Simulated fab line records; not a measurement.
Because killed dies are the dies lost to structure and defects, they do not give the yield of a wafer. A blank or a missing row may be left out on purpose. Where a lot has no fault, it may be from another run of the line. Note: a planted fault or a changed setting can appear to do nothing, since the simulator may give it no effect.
fab line records	flow nand-harc
record: lots: 14	wafers: 42	last-day: 24
route steps=1159 shown HYBRID_BOND@1099 THIN_TSV@1103
lots that met no fault: taken from a fault-free run of the same line
start-h: hours from the record's first day to the start of the lot's first wafer shown	wait-h: time in hours since the lot's previous step	" as in the row above	L1.1+2: one row covering several wafers at once	- no value present, or no start provided	* or withheld: withheld	< > ~ a bound
route shown NAME@n: names a module that has steps shown in the file, with the first one's number in the route	usual: mean and standard deviation over wafers with no fault	same: alike in all rows	chamber/n: place in a boat	sites: each site's reading	_std_site: how widely they spread, as a standard deviation	_edge_site: the outer-site mean with the inner-site mean subtracted	radius-mm: how far each site lies from the wafer's centre	mask NAME#n: copy n	behind: the tool/chamber that last shaped the wafer	hold: what put the lot on hold/how long, in hours/how the hold closed	device: transistor that didn't switch, given as n, p or np	end of line: the tests these same wafers got at the end of their route	a step without rows: its recipe alone	killed: count of dies lost to structure and defects at first sort (not the wafer's yield)	map: a wafer's dies, marking killed ones x, the rest . and places with no die _
set.NAME: the setting that was run; set.NAME@STEP: the one run at that earlier step	model.NAME: the simulator's own value behind a step, which no gauge read
route steps across a sampled set of lots; one table per step, one row per wafer
services: from which hour (start-h, from the record's first day; less than 0 if before it) a tool's chamber was out of use, for how many hours, and why
== steps ==
step: NHARC_HYBRID_BOND_OVL_MEAS_05
usual: overlay-x-nm: 2/33	overlay-y-nm: -3/34
lot.wafer	tool	chamber	start-h	wait-h	overlay-x-nm	overlay-y-nm
L199.4	overlay-01	-	433.26	0.4	2	35
L199.5	"	-	"	"	-69	18
L199.6	"	-	"	"	31	-67
L197.2	overlay-01	-	433.26	0.4	47	-6
L197.4	"	-	"	"	8	-56
L197.6	"	-	"	"	41	-20
L201.2	overlay-01	-	442.81	0.4	-3	17
L201.4	"	-	"	"	11	-4
L201.5	"	-	"	"	-59	-9
L198.1	overlay-02	-	442.81	0.4	-33	12
L198.2	"	-	"	"	45	-8
L198.6	"	-	"	"	36	62
L204.1	overlay-01	-	463.37	0.4	71	16
L204.3	"	-	"	"	33	-54
L204.6	"	-	"	"	-7	-7
L206.1	overlay-01	-	474.63	0.4	-63	-4
L206.2	"	-	"	"	12	-29
L206.3	"	-	"	"	-23	95
L207.1	overlay-02	-	474.63	0.4	1	73
L207.2	"	-	"	"	-20	11
L207.3	"	-	"	"	13	15
L214.1	overlay-01	-	528.80	0.4	-45	1
L214.4	"	-	"	"	-28	10
L214.5	"	-	"	"	23	18
L215.1	overlay-02	-	528.81	0.4	6	-26
L215.3	"	-	"	"	-1	-36
L215.5	"	-	"	"	32	14
L216.2	overlay-01	-	528.82	0.4	-1	-16
L216.3	"	-	"	"	17	-25
L216.6	"	-	"	"	47	8
L217.2	overlay-02	-	528.82	0.4	44	-7
L217.4	"	-	"	"	-1	-79
L217.5	"	-	"	"	-28	1
L218.1	overlay-01	-	537.62	0.4	13	-11
L218.4	"	-	"	"	1	8
L218.5	"	-	"	"	49	-61
L219.2	overlay-02	-	547.55	0.4	10	36
L219.4	"	-	"	"	45	-1
L219.5	"	-	"	"	21	-34
L220.1	overlay-02	-	553.85	0.4	63	37
L220.2	"	-	"	"	29	-40
L220.3	"	-	"	"	-23	-11
step: NHARC_THIN_TSV_THK_MEAS_02
recipe: thk-meas-gauge: ir
usual: thk-nm: 3015/230
lot.wafer	tool	chamber	start-h	wait-h	thk-nm
L199.4	film-metro-01	-	436.13	-	2930
L199.5	"	-	"	"	2918
L199.6	"	-	"	"	2874
L197.2	film-metro-01	-	437.33	-	2709
L197.4	"	-	"	"	3252
L197.6	"	-	"	"	3239
L201.2	film-metro-01	-	444.48	-	3173
L201.4	"	-	"	"	3440
L201.5	"	-	"	"	3066
L198.1	film-metro-01	-	445.69	-	3370
L198.2	"	-	"	"	3241
L198.6	"	-	"	"	3268
L204.1	film-metro-02	-	465.06	-	3033
L204.3	"	-	"	"	2791
L204.6	"	-	"	"	2845
L206.1	film-metro-02	-	476.32	-	3098
L206.2	"	-	"	"	3129
L206.3	"	-	"	"	2926
L207.1	film-metro-01	-	477.55	0.2	3330
L207.2	"	-	"	"	3108
L207.3	"	-	"	"	2908
L214.1	film-metro-01	-	531.69	0.2	2866
L214.4	"	-	"	"	3131
L214.5	"	-	"	"	3050
L215.1	film-metro-01	-	532.89	0.2	3230
L215.3	"	-	"	"	2943
L215.5	"	-	"	"	3189
L216.2	film-metro-02	-	534.11	-	3024
L216.3	"	-	"	"	2994
L216.6	"	-	"	"	3132
L217.2	film-metro-01	-	535.30	-	2719
L217.4	"	-	"	"	2931
L217.5	"	-	"	"	3313
L218.1	film-metro-01	-	539.33	0.2	2942
L218.4	"	-	"	"	3051
L218.5	"	-	"	"	3054
L219.2	film-metro-02	-	551.20	-	2743
L219.4	"	-	"	"	2930
L219.5	"	-	"	"	2946
L220.1	film-metro-01	-	555.53	-	3240
L220.2	"	-	"	"	3153
L220.3	"	-	"	"	3082
step: NHARC_THIN_TSV_ETCH_59
recipe: target-depth-a: 8800	icp-w: 900	bias-w: 100	Cl2_flow_sccm: 60	bcl3-flow-sccm: 30	time-s: 138.1	chemistry: Cl2/BCl3
usual: drypump-motor-current-A: 5.4/0.52	oes-product-au: 1.000/0.0078	run-length-s: 159.6/0.63	throttle-valve-pct: 22.265/0.0091
lot.wafer	tool	chamber	start-h	wait-h	drypump-motor-current-A	oes-product-au	rf-hours-counter-h	run-length-s	throttle-valve-pct
L199.4	rie-metal-01	1	443.75	0.2	6.1	1.000	-	160.2	22.276
L199.6	"	0	"	"	5.9	1.007	-	160.0	22.262
L199.5	"	1	"	"	6.1	1.001	-	160.0	22.262
L197.2	rie-metal-02	1	444.72	0.1	4.9	1.003	1.3	159.8	22.283
L197.4	"	1	"	"	5.0	1.000	-	159.5	22.271
L197.6	"	0	"	"	5.0	0.995	-	158.7	22.266
L201.2	rie-metal-02	1	451.61	0.1	4.9	0.993	1.6	160.3	22.264
L201.4	"	1	"	"	4.9	1.009	-	159.9	22.256
L201.5	"	1	"	"	4.9	0.993	-	159.8	22.267
L198.2	rie-metal-01	0	453.21	0.1	5.9	1.006	3.0	160.3	22.258
L198.1	"	1	"	"	6.1	1.011	3.0	160.3	22.265
L198.6	"	0	"	"	5.9	1.011	-	160.3	22.260
L204.1	rie-metal-02	1	472.34	0.1	4.9	1.002	2.2	148.3	22.270
L204.3	"	0	"	"	5.0	0.994	-	159.1	22.270
L204.6	"	0	"	"	5.0	1.002	-	147.0	22.263
L206.2	rie-metal-02	0	483.55	0.1	5.0	1.001	2.7	147.3	22.272
L206.1	"	1	"	"	4.9	0.989	2.7	147.7	22.255
L206.3	"	0	"	"	5.0	1.001	-	158.8	22.264
L207.2	rie-metal-03	1	485.10	0.1	5.9	0.996	0.4	159.4	22.283
L207.1	"	0	"	"	4.9	1.003	0.4	158.7	22.252
L207.3	"	1	"	"	5.9	0.986	-	160.1	22.258
L214.1	rie-metal-02	1	538.84	0.1	4.9	0.999	4.4	159.5	22.265
L214.4	"	0	"	"	4.9	0.992	-	158.9	22.259
L214.5	"	0	"	"	4.9	1.002	-	158.9	22.258
L215.1	rie-metal-02	0	540.09	0.1	5.0	1.008	4.6	158.9	22.263
L215.3	"	0	"	"	5.0	1.010	-	159.5	22.255
L215.5	"	1	"	"	4.9	1.002	-	159.8	22.262
L216.2	rie-metal-03	1	541.69	0.1	5.9	0.999	2.0	159.5	22.273
L216.3	"	1	"	"	5.9	0.987	-	159.4	22.274
L216.6	"	0	"	"	4.9	0.991	-	159.0	22.267
L217.2	rie-metal-01	1	542.59	0.1	6.1	0.989	0.8	159.7	22.265
L217.4	"	1	"	"	6.1	0.981	-	160.0	22.249
L217.5	"	1	"	"	6.1	0.985	-	159.8	22.275
L218.1	rie-metal-02	0	547.44	0.1	4.9	1.010	4.9	159.0	22.264
L218.4	"	1	"	"	4.9	1.010	-	160.1	22.256
L218.5	"	0	"	"	4.9	1.016	-	158.7	22.283
L219.2	rie-metal-03	1	558.83	0.1	5.9	1.005	2.5	159.4	22.278
L219.4	"	1	"	"	5.9	0.996	-	159.5	22.267
L219.5	"	1	"	"	5.8	1.002	-	160.0	22.257
L220.1	rie-metal-02	0	562.91	0.1	4.9	1.005	5.1	158.6	22.280
L220.2	"	1	"	"	4.9	1.006	5.1	159.9	22.262
L220.3	"	0	"	"	5.0	1.006	-	158.8	22.265
step: NHARC_THIN_TSV_ETCH_36
recipe: target-depth-a: 650	over-etch-frac: 0.3	time-s: 18.571	ion-energy-ev: 150	chemistry: Cl2/BCl3
usual: drypump-motor-current-A: 5.4/0.52	oes-product-au: 1.000/0.0086	run-length-s: 40.0/0.53
lot.wafer	tool	chamber	start-h	wait-h	drypump-motor-current-A	oes-product-au	rf-hours-counter-h	run-length-s
L199.4	rie-metal-01	0	443.92	0.1	5.9	1.017	-	40.7
L199.6	"	1	"	"	6.1	1.007	-	40.6
L199.5	"	0	"	"	5.9	1.013	-	40.5
L197.2	rie-metal-02	0	444.98	0.2	4.9	0.985	1.5	39.5
L197.4	"	1	"	"	4.9	0.992	-	40.0
L197.6	"	1	"	"	5.0	1.003	-	40.4
L201.2	rie-metal-02	0	451.84	0.2	5.0	0.992	1.7	39.6
L201.4	"	1	"	"	4.9	0.994	-	40.2
L201.5	"	1	"	"	4.9	1.005	-	40.3
L198.1	rie-metal-01	1	453.54	0.2	6.1	1.001	3.1	40.2
L198.2	"	0	"	"	5.9	1.000	3.1	40.8
L198.6	"	1	"	"	6.1	1.005	-	40.2
L204.1	rie-metal-02	1	472.57	0.2	4.9	1.001	2.4	40.7
L204.3	"	1	"	"	4.9	1.000	-	40.1
L204.6	"	0	"	"	5.0	0.991	-	39.1
L206.2	rie-metal-02	0	483.82	0.2	4.9	1.004	2.8	39.9
L206.1	"	1	"	"	4.9	1.009	2.8	40.0
L206.3	"	0	"	"	5.0	0.998	-	39.6
L207.2	rie-metal-03	1	485.36	0.2	5.9	0.985	0.6	40.3
L207.1	"	0	"	"	4.9	0.992	0.6	39.2
L207.3	"	0	"	"	4.9	1.006	-	39.5
L214.1	rie-metal-02	0	539.11	0.2	4.9	1.014	4.5	39.7
L214.4	"	0	"	"	4.9	0.990	-	39.3
L214.5	"	0	"	"	4.9	0.999	-	39.6
L215.1	rie-metal-02	1	540.32	0.2	4.9	0.997	4.7	40.1
L215.3	"	1	"	"	4.9	1.002	-	40.3
L215.5	"	1	"	"	4.9	0.996	-	40.6
L216.2	rie-metal-03	1	541.96	0.2	5.9	0.999	2.2	40.2
L216.3	"	1	"	"	5.9	0.994	-	39.9
L216.6	"	0	"	"	4.8	0.996	-	39.5
L217.2	rie-metal-01	0	542.85	0.2	5.9	1.017	0.9	41.2
L217.4	"	1	"	"	6.1	0.997	-	40.5
L217.5	"	0	"	"	5.9	1.009	-	40.7
L218.1	rie-metal-02	0	547.70	0.2	4.9	1.011	5.0	39.5
L218.4	"	0	"	"	5.0	1.007	-	39.4
L218.5	"	0	"	"	5.0	1.005	-	39.6
L219.2	rie-metal-03	0	559.09	0.2	4.9	0.994	2.7	39.3
L219.4	"	0	"	"	4.9	0.984	-	39.6
L219.5	"	0	"	"	4.9	0.984	-	39.4
L220.2	rie-metal-02	0	563.17	0.2	5.0	1.004	5.3	39.6
L220.1	"	1	"	"	4.9	0.999	5.3	40.3
L220.3	"	1	"	"	4.9	1.005	-	40.5
== services ==
tool	chamber	start-h	hours	kind
rie-metal-03	-	453.00	9.0	pm
rie-metal-03	0	453.00	9.0	vent-cycle
rie-metal-03	1	453.00	9.0	vent-cycle
rie-metal-03	0	462.00	-	clean
rie-metal-03	1	462.00	-	clean
rie-metal-02	-	466.17	0.7	repair
rie-metal-01	-	509.00	9.0	pm
rie-metal-01	0	509.00	9.0	vent-cycle
rie-metal-01	1	509.00	9.0	vent-cycle
rie-metal-03	1	515.22	3.0	repair
rie-metal-01	0	518.00	-	clean
rie-metal-01	1	518.00	-	clean
== key ==
first-sign: step: NHARC_THIN_TSV_ETCH_59	reading: run-length-s	direction: down	sigmas: 19	usual: *	struck: *
effect none on later readings
met-at NHARC_THIN_TSV_ETCH_59
struck-lots L204,L206
struck-wafers L204.1,L204.6,L206.1,L206.2
sort-left-out L204.1,L204.6,L206.1,L206.2
not-acting-at NHARC_HYBRID_BOND_OVL_MEAS_05,NHARC_THIN_TSV_THK_MEAS_02,NHARC_THIN_TSV_ETCH_36
onset-between 451.61 472.34
fault: kind: process-parameter-drift	tool: rie-metal-02	chamber: -	onset-h: 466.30	steps: NHARC_THIN_TSV_ETCH_59	channel: time-s	offset: *	shape: step	end-h: 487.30	scope: struck-wafers-only	acts-in: *	stated: *
sort-left-out: the simulated sort isn't trusted on such a fault, so these wafers' sort isn't shown, and their yield isn't known
